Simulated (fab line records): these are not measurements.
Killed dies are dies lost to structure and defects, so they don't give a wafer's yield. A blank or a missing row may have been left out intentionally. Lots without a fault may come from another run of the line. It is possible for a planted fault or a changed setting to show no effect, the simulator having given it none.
Matching of chambers    flow n5Finfet    N5_FIN_CUT_DESCUM_13 on rieDiel-02: 4 sister chambers
The step chemistry O2, time 7 s. 8 wafers are shown with their chamber, then 8 later ones without.

== WAFERS, EACH WITH ITS CHAMBER ==
wafer   chamber  showerheadPlenumPTorr (Torr)  drypumpMotorCurrentA (A)
L076.4  3        2.25                          5.7
L081.3  0        2.09                          4.8
L086.1  0        2.09                          4.7
L086.3  2        2.07                          5.8
L091.2  1        2.11                          6.0
L091.5  3        2.24                          5.7
L091.6  1        2.11                          6.0
L092.1  2        2.07                          5.8

== WAFERS WITHOUT THEIR CHAMBER ==
wafer   showerheadPlenumPTorr (Torr)  drypumpMotorCurrentA (A)
L092.2  2.11                          6.0
L092.5  2.24                          5.7
L093.3  2.11                          5.9
L093.4  2.24                          5.7
L093.6  2.08                          4.8
L097.1  2.11                          6.0
L097.3  2.06                          5.8
L097.6  2.11                          6.0

== CHAMBER TAKEN BY EACH ==
wafer   from the rows above  in truth
L092.2  1                    1
L092.5  3                    3
L093.3  1                    1
L093.4  3                    3
L093.6  0                    0
L097.1  1                    1
L097.3  2                    2
L097.6  1                    1
8 of 8 placed correctly. Can't be placed from these rows: 0. 0 placed wrongly.
How it was worked out, from the rows above alone: a wafer's distance from a chamber is the root of the sum, over the readings, of the square of ((its reading less the chamber's mean) divided by the reading's scatter). If the next closest chamber is less than 2 further off than the closest, the wafer can't be placed; otherwise it belongs to the closest. A chamber's mean is the mean of its shown wafers. How the scatter is found: for the shown wafers, subtract from each reading the mean of its chamber, square and add these, divide the total by (wafers less chambers), then take the root.
